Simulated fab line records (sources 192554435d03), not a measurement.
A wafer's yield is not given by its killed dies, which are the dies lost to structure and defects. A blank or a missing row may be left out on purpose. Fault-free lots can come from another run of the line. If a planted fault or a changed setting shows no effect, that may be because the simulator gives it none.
Chamber matching :: flow n5Finfet :: aldMetal-03 running N5_BEOL_M6_ALD_77: 4 sister chambers
The step deposits TaN, target thk 2 nm, pulse time 2 s, purge time 3 s. 4 wafers are shown with their chamber, then 9 later ones without.

WAFERS WITH THEIR CHAMBER
wafer: L083.6
chamber: 2
heaterPowerW (W): 431

wafer: L089.1
chamber: 1
heaterPowerW (W): 428

wafer: L089.2
chamber: 0
heaterPowerW (W): 374

wafer: L089.3
chamber: 3
heaterPowerW (W): 404

WAFERS WITHOUT THEIR CHAMBER
wafer: L088.1
heaterPowerW (W): 434

wafer: L088.4
heaterPowerW (W): 398

wafer: L088.6
heaterPowerW (W): 380

wafer: L092.4
heaterPowerW (W): 371

wafer: L092.5
heaterPowerW (W): 378

wafer: L092.6
heaterPowerW (W): 423

wafer: L097.1
heaterPowerW (W): 424

wafer: L097.2
heaterPowerW (W): 405

wafer: L097.3
heaterPowerW (W): 415

WHICH CHAMBER EACH ONE RAN IN
wafer: L088.1
from the rows above: can't be placed: 2 or 1
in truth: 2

wafer: L088.4
from the rows above: 3
in truth: 3

wafer: L088.6
from the rows above: 0
in truth: 0

wafer: L092.4
from the rows above: 0
in truth: 0

wafer: L092.5
from the rows above: 0
in truth: 0

wafer: L092.6
from the rows above: can't be placed: 1 or 2
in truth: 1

wafer: L097.1
from the rows above: can't be placed: 1 or 2
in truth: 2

wafer: L097.2
from the rows above: 3
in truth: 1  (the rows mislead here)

wafer: L097.3
from the rows above: can't be placed: 3 or 1 or 2
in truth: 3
Correctly placed: 4 of 9. Unplaceable from these rows: 4, with the true chamber sitting among the candidates in 4. 1 placed wrongly.
How it was worked out, from the rows above alone: a wafer's distance from a chamber is the root of the sum, over the readings, of the square of ((its reading less the chamber's mean) divided by the reading's scatter). If the next closest chamber is less than 2 further off than the closest, the wafer can't be placed; otherwise it belongs to the closest. Each chamber's mean is taken over the wafers shown for it. The scatter (one wafer shown for each chamber): square how far every hidden wafer sits from the nearest shown wafer, average those squares and take the square root.
